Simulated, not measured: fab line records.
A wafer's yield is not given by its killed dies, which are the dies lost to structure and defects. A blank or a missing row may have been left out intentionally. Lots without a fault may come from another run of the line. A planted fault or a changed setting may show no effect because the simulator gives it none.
Which tool was responsible? || flow nand_harc || 13 lots with 39 wafers sampled at 4 steps, on a route of 1302 steps

## WHAT THE GAUGES SHOWED, per wafer
NHARC_A_BONDPAD_THK_MEAS_20: measures by xrf. Usual: thk_nm 169.5 nm, standard deviation 1.3.
{"lot": "L396", "measured": "day 23 19:26", "on": "film_metro-01", "thk_nm (nm)": "169.9 168.9 169.5", "flag": ""}
{"lot": "L397", "measured": "day 23 21:20", "on": "film_metro-01", "thk_nm (nm)": "167.4 167.5 169.6", "flag": ""}
{"lot": "L395", "measured": "day 23 23:58", "on": "film_metro-02", "thk_nm (nm)": "170.5 169.4 170.5", "flag": ""}
{"lot": "L404", "measured": "day 27 03:47", "on": "film_metro-01", "thk_nm (nm)": "168.1 170.2 169.4", "flag": ""}
{"lot": "L406", "measured": "day 27 18:08", "on": "film_metro-01", "thk_nm (nm)": "167.9 170.0 171.5", "flag": ""}
{"lot": "L407", "measured": "day 27 23:11", "on": "film_metro-02", "thk_nm (nm)": "171.4 169.6 171.6", "flag": ""}
{"lot": "L410", "measured": "day 28 23:07", "on": "film_metro-01", "thk_nm (nm)": "171.1 169.0 168.9", "flag": ""}
{"lot": "L408", "measured": "day 29 02:53", "on": "film_metro-02", "thk_nm (nm)": "167.8 169.5 167.0", "flag": ""}
{"lot": "L411", "measured": "day 30 02:07", "on": "film_metro-01", "thk_nm (nm)": "171.7 169.4 169.3", "flag": ""}
{"lot": "L413", "measured": "day 30 03:36", "on": "film_metro-01", "thk_nm (nm)": "169.9 169.1 170.2", "flag": ""}
{"lot": "L418", "measured": "day 32 20:28", "on": "film_metro-02", "thk_nm (nm)": "170.8 169.0 169.4", "flag": ""}
{"lot": "L417", "measured": "day 33 05:17", "on": "film_metro-01", "thk_nm (nm)": "168.0 169.0 168.1", "flag": ""}
{"lot": "L416", "measured": "day 33 09:41", "on": "film_metro-02", "thk_nm (nm)": "170.2 170.0 170.7", "flag": ""}

NHARC_END_SORT_01. Usual: defect_limited_yield 93.3 %, standard deviation 1.5; killed_at_array 41, standard deviation 10; killed_at_other 0.8, standard deviation 0.91; killed_at_periphery 4.2, standard deviation 2.9; killed_dies 46, standard deviation 10; killed_open 3.5, standard deviation 2.1; killed_short 2.5, standard deviation 1.6; sort_bin_2_pct 2.4 %, standard deviation 0.71; sort_bin_3_pct 0.6 %, standard deviation 0.33; sort_bin_4_pct 3.8 %, standard deviation 0.93; sort_n_pass 631, standard deviation 10; sort_rim_yield_pct 86 %, standard deviation 4.5; sort_yield_pct 93.3 %, standard deviation 1.5.
{"lot": "L404", "measured": "day 28 08:50", "on": "prober-02", "defect_limited_yield (%)": "90.5 90.7 90.5", "killed_at_array": "58 53 58", "killed_at_other": "0 2 0", "killed_at_periphery": "6 8 6", "killed_dies": "64 63 64", "killed_open": "2 9 3", "killed_short": "3 0 4", "sort_bin_2_pct (%)": "3.2 2.5 3.8", "sort_bin_3_pct (%)": "0.9 1.2 1.3", "sort_bin_4_pct (%)": "5.3 5.6 4.3", "sort_n_pass": "613 614 613", "sort_rim_yield_pct (%)": "80 77 78", "sort_yield_pct (%)": "90.5 90.7 90.5", "flag": ""}
{"lot": "L406", "measured": "day 29 02:23", "on": "prober-01", "defect_limited_yield (%)": "93.9 86.1 94.7", "killed_at_array": "33 90 32", "killed_at_other": "2 1 2", "killed_at_periphery": "6 3 2", "killed_dies": "41 94 36", "killed_open": "1 2 3", "killed_short": "2 0 0", "sort_bin_2_pct (%)": "2.1 6.1 2.5", "sort_bin_3_pct (%)": "0.6 2.5 0.4", "sort_bin_4_pct (%)": "3.4 5.3 2.4", "sort_n_pass": "636 583 641", "sort_rim_yield_pct (%)": "88 75 84", "sort_yield_pct (%)": "93.9 86.1 94.7", "flag": ""}
{"lot": "L407", "measured": "day 29 00:52", "on": "prober-02", "defect_limited_yield (%)": "94.7 85.1 94.1", "killed_at_array": "32 96 38", "killed_at_other": "3 2 0", "killed_at_periphery": "1 3 2", "killed_dies": "36 101 40", "killed_open": "0 2 4", "killed_short": "2 3 0", "sort_bin_2_pct (%)": "1.5 6.9 1.6", "sort_bin_3_pct (%)": "0.6 2.5 1.0", "sort_bin_4_pct (%)": "3.2 5.5 3.2", "sort_n_pass": "641 576 637", "sort_rim_yield_pct (%)": "87 71 84", "sort_yield_pct (%)": "94.7 85.1 94.1", "flag": ""}
{"lot": "L410", "measured": "day 30 05:19", "on": "prober-02", "defect_limited_yield (%)": "94.1 93.5 94.5", "killed_at_array": "38 44 34", "killed_at_other": "0 0 1", "killed_at_periphery": "2 0 2", "killed_dies": "40 44 37", "killed_open": "6 6 4", "killed_short": "1 3 3", "sort_bin_2_pct (%)": "2.1 2.2 2.5", "sort_bin_3_pct (%)": "0.1 0.3 0.3", "sort_bin_4_pct (%)": "3.7 4.0 2.7", "sort_n_pass": "637 633 640", "sort_rim_yield_pct (%)": "87 92 91", "sort_yield_pct (%)": "94.1 93.5 94.5", "flag": ""}
{"lot": "L413", "measured": "day 31 09:58", "on": "prober-01", "defect_limited_yield (%)": "91.0 90.8 92.8", "killed_at_array": "52 55 47", "killed_at_other": "1 1 0", "killed_at_periphery": "8 6 2", "killed_dies": "61 62 49", "killed_open": "5 1 4", "killed_short": "3 5 1", "sort_bin_2_pct (%)": "2.8 3.4 2.8", "sort_bin_3_pct (%)": "0.6 0.9 0.7", "sort_bin_4_pct (%)": "5.6 4.9 3.7", "sort_n_pass": "616 615 628", "sort_rim_yield_pct (%)": "81 76 80", "sort_yield_pct (%)": "91.0 90.8 92.8", "flag": ""}
{"lot": "L418", "measured": "day 34 00:18", "on": "prober-02", "defect_limited_yield (%)": "93.6 93.4 94.2", "killed_at_array": "41 41 33", "killed_at_other": "0 0 1", "killed_at_periphery": "2 4 5", "killed_dies": "43 45 39", "killed_open": "2 2 8", "killed_short": "0 2 1", "sort_bin_2_pct (%)": "2.1 2.8 1.5", "sort_bin_3_pct (%)": "0.4 0.6 0.4", "sort_bin_4_pct (%)": "3.8 3.2 3.8", "sort_n_pass": "634 632 638", "sort_rim_yield_pct (%)": "82 85 87", "sort_yield_pct (%)": "93.6 93.4 94.2", "flag": ""}
{"lot": "L417", "measured": "day 34 11:05", "on": "prober-02", "defect_limited_yield (%)": "92.9 92.0 90.5", "killed_at_array": "41 49 56", "killed_at_other": "0 1 2", "killed_at_periphery": "7 4 6", "killed_dies": "48 54 64", "killed_open": "2 2 3", "killed_short": "4 4 6", "sort_bin_2_pct (%)": "2.4 3.0 4.0", "sort_bin_3_pct (%)": "1.3 0.7 1.0", "sort_bin_4_pct (%)": "3.4 4.3 4.4", "sort_n_pass": "629 623 613", "sort_rim_yield_pct (%)": "88 89 83", "sort_yield_pct (%)": "92.9 92.0 90.5", "flag": ""}

## WHICH TOOL RAN EACH LOT (tool, then ch and the chambers of the sampled wafers, then the start)
{"lot": "L396", "NHARC_A_M0_PVD_21": "pvd_sputter-02, day 23 09:31", "NHARC_THIN_TSV_CMP_01": "cmp-01 ch 0,2,3, day 24 08:10"}
{"lot": "L397", "NHARC_A_M0_PVD_21": "pvd_sputter-01, day 23 11:34", "NHARC_THIN_TSV_CMP_01": "cmp-04 ch 0,1,3, day 24 06:57"}
{"lot": "L395", "NHARC_A_M0_PVD_21": "pvd_sputter-02, day 23 13:44", "NHARC_THIN_TSV_CMP_01": "cmp-01 ch 0,1, day 24 11:11"}
{"lot": "L404", "NHARC_A_M0_PVD_21": "pvd_sputter-03, day 26 17:47", "NHARC_THIN_TSV_CMP_01": "cmp-02 ch 1,2,3, day 27 15:32"}
{"lot": "L406", "NHARC_A_M0_PVD_21": "pvd_sputter-01, day 27 08:18", "NHARC_THIN_TSV_CMP_01": "cmp-04 ch 1,3, day 28 05:23"}
{"lot": "L407", "NHARC_A_M0_PVD_21": "pvd_sputter-01, day 27 13:07", "NHARC_THIN_TSV_CMP_01": "cmp-01 ch 1,2, day 28 10:23"}
{"lot": "L410", "NHARC_A_M0_PVD_21": "pvd_sputter-03, day 28 13:11", "NHARC_THIN_TSV_CMP_01": "cmp-04 ch 0,1, day 29 12:12"}
{"lot": "L408", "NHARC_A_M0_PVD_21": "pvd_sputter-03, day 28 16:54", "NHARC_THIN_TSV_CMP_01": "cmp-02 ch 0,1,2, day 29 13:24"}
{"lot": "L411", "NHARC_A_M0_PVD_21": "pvd_sputter-03, day 29 16:00", "NHARC_THIN_TSV_CMP_01": "cmp-04 ch 1,2,3, day 30 16:00"}
{"lot": "L413", "NHARC_A_M0_PVD_21": "pvd_sputter-03, day 29 17:44", "NHARC_THIN_TSV_CMP_01": "cmp-01 ch 1,2,3, day 30 17:14"}
{"lot": "L418", "NHARC_A_M0_PVD_21": "pvd_sputter-03, day 31 22:29", "NHARC_THIN_TSV_CMP_01": "cmp-04 ch 0,1,3, day 33 07:40"}
{"lot": "L417", "NHARC_A_M0_PVD_21": "pvd_sputter-02, day 32 19:17", "NHARC_THIN_TSV_CMP_01": "cmp-04 ch 1,3, day 33 21:14"}
{"lot": "L416", "NHARC_A_M0_PVD_21": "pvd_sputter-03, day 32 23:28", "NHARC_THIN_TSV_CMP_01": "cmp-01 ch 2,3, day 33 18:40"}
- NHARC_A_M0_PVD_21: deposits Cu, target thk 30 nm, time 20.49 s.
- NHARC_THIN_TSV_CMP_01: polishes.

## WHAT THE TOOLS THEMSELVES READ (means of the sampled wafers that have a number; where no wafer has one, the mark that the record gives instead)
NHARC_A_M0_PVD_21. Usual: throttle_valve_pct 29.3 %, standard deviation 1.
{"lot": "L396", "tool": "pvd_sputter-02", "throttle_valve_pct (%)": 30.6, "flag": ""}
{"lot": "L397", "tool": "pvd_sputter-01", "throttle_valve_pct (%)": 29.7, "flag": ""}
{"lot": "L395", "tool": "pvd_sputter-02", "throttle_valve_pct (%)": 30.1, "flag": ""}
{"lot": "L404", "tool": "pvd_sputter-03", "throttle_valve_pct (%)": 28.4, "flag": ""}
{"lot": "L406", "tool": "pvd_sputter-01", "throttle_valve_pct (%)": 29.5, "flag": ""}
{"lot": "L407", "tool": "pvd_sputter-01", "throttle_valve_pct (%)": 29.8, "flag": ""}
{"lot": "L410", "tool": "pvd_sputter-03", "throttle_valve_pct (%)": 28.2, "flag": ""}
{"lot": "L408", "tool": "pvd_sputter-03", "throttle_valve_pct (%)": 28.5, "flag": ""}
{"lot": "L411", "tool": "pvd_sputter-03", "throttle_valve_pct (%)": 28.4, "flag": ""}
{"lot": "L413", "tool": "pvd_sputter-03", "throttle_valve_pct (%)": 28.3, "flag": ""}
{"lot": "L418", "tool": "pvd_sputter-03", "throttle_valve_pct (%)": 28.6, "flag": ""}
{"lot": "L417", "tool": "pvd_sputter-02", "throttle_valve_pct (%)": 30.7, "flag": ""}
{"lot": "L416", "tool": "pvd_sputter-03", "throttle_valve_pct (%)": 28.5, "flag": ""}

NHARC_THIN_TSV_CMP_01. Usual: motor_current_A 11.8 A, standard deviation 0.89.
{"lot": "L396", "tool": "cmp-01", "motor_current_A (A)": 12.1, "flag": ""}
{"lot": "L397", "tool": "cmp-04", "motor_current_A (A)": 12.2, "flag": ""}
{"lot": "L395", "tool": "cmp-01", "motor_current_A (A)": 12.6, "flag": ""}
{"lot": "L404", "tool": "cmp-02", "motor_current_A (A)": 12.0, "flag": ""}
{"lot": "L406", "tool": "cmp-04", "motor_current_A (A)": 11.8, "flag": ""}
{"lot": "L407", "tool": "cmp-01", "motor_current_A (A)": 12.2, "flag": ""}
{"lot": "L410", "tool": "cmp-04", "motor_current_A (A)": 11.9, "flag": ""}
{"lot": "L408", "tool": "cmp-02", "motor_current_A (A)": 11.7, "flag": ""}
{"lot": "L411", "tool": "cmp-04", "motor_current_A (A)": 11.5, "flag": ""}
{"lot": "L413", "tool": "cmp-01", "motor_current_A (A)": 11.1, "flag": ""}
{"lot": "L418", "tool": "cmp-04", "motor_current_A (A)": 11.5, "flag": ""}
{"lot": "L417", "tool": "cmp-04", "motor_current_A (A)": 11.7, "flag": ""}
{"lot": "L416", "tool": "cmp-01", "motor_current_A (A)": 11.1, "flag": ""}

## THE ANSWER, worked out from the rows above alone
Rule: a lot is off if the mean of its wafers that have a number lies more than 3 standard deviations from the usual mean. Also off: a lot with no number at a reading for which 4 or more lots have one. All remaining lots with rows at the step are treated as sound. After the gauges, taken in route order, come the tools' own readings; for these a lot's mean is taken, as printed above. The first step at which some lot is off is used, and at that step the reading that is off furthest; a lot without a number counts as furthest.
Nothing can be told from this: no lot is off at any reading shown.

## WHAT HAD BEEN PUT IN BY THE SIMULATOR
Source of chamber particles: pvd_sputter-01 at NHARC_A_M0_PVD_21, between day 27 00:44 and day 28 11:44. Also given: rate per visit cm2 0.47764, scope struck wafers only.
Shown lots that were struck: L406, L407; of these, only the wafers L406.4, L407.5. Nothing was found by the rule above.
